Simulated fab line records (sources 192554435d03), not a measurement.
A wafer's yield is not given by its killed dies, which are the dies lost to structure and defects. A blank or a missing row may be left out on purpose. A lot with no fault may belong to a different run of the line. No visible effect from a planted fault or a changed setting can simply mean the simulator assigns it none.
What tool caused it? | flow n5_finfet | Sampling: 11 lots, 33 wafers, 4 of 1938 route steps

WHAT EACH GAUGE READ, for each wafer
N5_HKMG_FIN_INSPECT_14: inspects for defects (macro). Usual: raw_defect_count reads 2.1 (standard deviation 1.6).
lot  | measured    | on                | raw_defect_count | flag
L228 | day 4 09:59 | defect_inspect-01 | 3 1 3            |
L230 | day 4 22:38 | defect_inspect-01 | 0 3 1            |
L235 | day 6 04:00 | defect_inspect-02 | 4 3 1            |
L237 | day 6 15:56 | defect_inspect-02 | 2 4 1            |
L239 | day 7 04:39 | defect_inspect-02 | 1 3 0            |
L238 | day 7 06:10 | defect_inspect-01 | 2 2 4            |
L244 | day 8 11:44 | defect_inspect-01 | 1 1 1            |
L245 | day 8 14:59 | defect_inspect-02 | 2 3 1            |
L246 | day 9 00:15 | defect_inspect-02 | 1 2 3            |
L248 | day 9 11:17 | defect_inspect-01 | 1 2 2            |
L249 | day 9 17:24 | defect_inspect-01 | 1 0 4            |

WHAT TOOL EACH LOT RAN ON (gives the tool, then ch and the chambers of the sampled wafers, and finally the start)
lot  | N5_HKMG_FIN_DESCUM_53             | N5_HKMG_FIN_ETCH_55               | N5_HKMG_FIN_ALD_36
L228 | rie_diel-04 ch 1,2,3, day 4 06:39 | rie_diel-04 ch 1,2,3, day 4 06:44 | ald_metal-02 ch 0,3, day 4 08:47
L230 | rie_diel-03 ch 2,3, day 4 19:19   | rie_diel-03 ch 2,3, day 4 19:24   | ald_metal-03 ch 0,3, day 4 21:33
L235 | rie_diel-04 ch 1,2, day 6 00:40   | rie_diel-04 ch 1,2, day 6 00:45   | ald_metal-02 ch 2,3, day 6 02:47
L237 | rie_diel-03 ch 0,1,2, day 6 12:35 | rie_diel-03 ch 0,1,2, day 6 12:41 | ald_metal-02 ch 0,1, day 6 14:43
L239 | rie_diel-04 ch 0,1,2, day 7 01:05 | rie_diel-04 ch 0,1,2, day 7 01:10 | ald_metal-02 ch 0,2,3, day 7 03:26
L238 | rie_diel-03 ch 0,1, day 7 02:57   | rie_diel-03 ch 0,1, day 7 03:03   | ald_metal-02 ch 0,2, day 7 05:05
L244 | rie_diel-04 ch 0,2,3, day 8 08:30 | rie_diel-04 ch 0,2,3, day 8 08:35 | ald_metal-03 ch 0,2,3, day 8 10:40
L245 | rie_diel-01 ch 0,2, day 8 11:30   | rie_diel-01 ch 0,2, day 8 11:35   | ald_metal-01 ch 2,3, day 8 13:47
L246 | rie_diel-03 ch 0,1,2, day 8 20:55 | rie_diel-03 ch 0,1,2, day 8 21:00 | ald_metal-03 ch 0,1,3, day 8 23:02
L248 | rie_diel-04 ch 0,2, day 9 07:59   | rie_diel-04 ch 0,2, day 9 08:04   | ald_metal-01 ch 1,3, day 9 10:12
L249 | rie_diel-01 ch 0,2, day 9 14:03   | rie_diel-01 ch 0,2, day 9 14:08   | ald_metal-01 ch 0,1,3, day 9 16:11
- N5_HKMG_FIN_DESCUM_53: chemistry O2, time 7.9 s.
- N5_HKMG_FIN_ETCH_55: etches SOC in N2/H2, target depth 240 nm, time 300 s.
- N5_HKMG_FIN_ALD_36: deposits TiN, target thk 1 nm, pulse time 1 s, purge time 3 s.

AS READ BY THE TOOLS THEMSELVES (means over the sampled wafers that have a number; for cases with no such wafer, the mark the record gives instead)
N5_HKMG_FIN_DESCUM_53. Usual: drypump_motor_current_A 5.5 A, standard deviation 0.51; oes_product_au 0.83 a.u., standard deviation 0.094; rf_vpp_V 243.6 V, standard deviation 1.5; showerhead_plenum_p_Torr 2.12 Torr, standard deviation 0.088; throttle_valve_pct 20.36 %, standard deviation 0.17.
lot  | tool        | drypump_motor_current_A (A) | oes_product_au (a.u.) | rf_vpp_V (V) | showerhead_plenum_p_Torr (Torr) | throttle_valve_pct (%) | flag
L228 | rie_diel-04 | 5.7                         | 0.74                  | 241.6        | 2.02                            | 20.41                  |
L230 | rie_diel-03 | 5.0                         | 0.74                  | 244.4        | 2.11                            | 20.62                  |
L235 | rie_diel-04 | 5.4                         | 0.92                  | 244.4        | 2.20                            | 20.13                  |
L237 | rie_diel-03 | 5.8                         | 0.77                  | 243.4        | 2.09                            | 20.38                  |
L239 | rie_diel-04 | 5.5                         | 0.88                  | 243.5        | 2.13                            | 20.21                  |
L238 | rie_diel-03 | 5.8                         | 0.75                  | 244.2        | 2.11                            | 20.36                  |
L244 | rie_diel-04 | 5.8                         | 0.80                  | 242.5        | 2.04                            | 20.38                  |
L245 | rie_diel-01 | 5.4                         | 0.88                  | 244.7        | 2.19                            | 20.30                  |
L246 | rie_diel-03 | 5.8                         | 0.86                  | 242.9        | 2.08                            | 20.30                  |
L248 | rie_diel-04 | 5.6                         | 0.86                  | 242.4        | 2.07                            | 20.30                  |
L249 | rie_diel-01 | 5.6                         | 0.83                  | 243.8        | 2.15                            | 20.33                  |

N5_HKMG_FIN_ETCH_55. Usual: drypump_motor_current_A 5.6 A, standard deviation 0.51; oes_product_au 0.83 a.u., standard deviation 0.093; rf_vpp_V 524.9 V, standard deviation 3; showerhead_plenum_p_Torr 2.58 Torr, standard deviation 0.11; throttle_valve_pct 17.77 %, standard deviation 0.2.
lot  | tool        | drypump_motor_current_A (A) | oes_product_au (a.u.) | rf_vpp_V (V) | showerhead_plenum_p_Torr (Torr) | throttle_valve_pct (%) | flag
L228 | rie_diel-04 | 5.7                         | 0.73                  | 522.2        | 2.46                            | 17.86                  |
L230 | rie_diel-03 | 5.0                         | 0.74                  | 525.0        | 2.57                            | 18.10                  |
L235 | rie_diel-04 | 5.4                         | 0.91                  | 527.3        | 2.67                            | 17.56                  |
L237 | rie_diel-03 | 5.8                         | 0.78                  | 524.3        | 2.55                            | 17.86                  |
L239 | rie_diel-04 | 5.5                         | 0.88                  | 525.1        | 2.59                            | 17.59                  |
L238 | rie_diel-03 | 5.8                         | 0.75                  | 524.5        | 2.56                            | 17.77                  |
L244 | rie_diel-04 | 5.8                         | 0.80                  | 521.3        | 2.48                            | 17.79                  |
L245 | rie_diel-01 | 5.5                         | 0.87                  | 527.4        | 2.66                            | 17.63                  |
L246 | rie_diel-03 | 5.8                         | 0.86                  | 523.5        | 2.54                            | 17.76                  |
L248 | rie_diel-04 | 5.6                         | 0.84                  | 522.8        | 2.51                            | 17.66                  |
L249 | rie_diel-01 | 5.6                         | 0.83                  | 525.8        | 2.60                            | 17.65                  |

N5_HKMG_FIN_ALD_36. Usual: heater_power_w 885 W, standard deviation 91; precursor_pulse_height_rel 1.000, standard deviation 0.019.
lot  | tool         | heater_power_w (W) | precursor_pulse_height_rel | flag
L228 | ald_metal-02 | 1015               | 0.992                      |
L230 | ald_metal-03 | 811                | 1.011                      |
L235 | ald_metal-02 | 978                | 0.999                      |
L237 | ald_metal-02 | 982                | 0.999                      |
L239 | ald_metal-02 | 986                | 1.001                      |
L238 | ald_metal-02 | 1012               | 1.006                      |
L244 | ald_metal-03 | 774                | 1.021                      |
L245 | ald_metal-01 | 947                | 1.014                      |
L246 | ald_metal-03 | 853                | 1.002                      |
L248 | ald_metal-01 | 865                | 0.993                      |
L249 | ald_metal-01 | 848                | 0.980                      |

THE ANSWER, worked out from the rows above alone
Rule: a lot counts as off when the mean over its wafers that have a number is more than 3 standard deviations away from the usual mean. A lot without any number at a reading at which 4 lots or more have one is off too. Where the step has rows for the other lots, those lots are counted as sound. The gauges are gone through in route order, then the tools' own readings, and for those a lot's mean is taken as printed above. At the first step where some lot is off, the reading lying furthest off is the one used; lots without a number count as furthest.
Nothing can be told from this: no lot is off at any reading shown.

WHAT THE SIMULATOR HAD PUT IN
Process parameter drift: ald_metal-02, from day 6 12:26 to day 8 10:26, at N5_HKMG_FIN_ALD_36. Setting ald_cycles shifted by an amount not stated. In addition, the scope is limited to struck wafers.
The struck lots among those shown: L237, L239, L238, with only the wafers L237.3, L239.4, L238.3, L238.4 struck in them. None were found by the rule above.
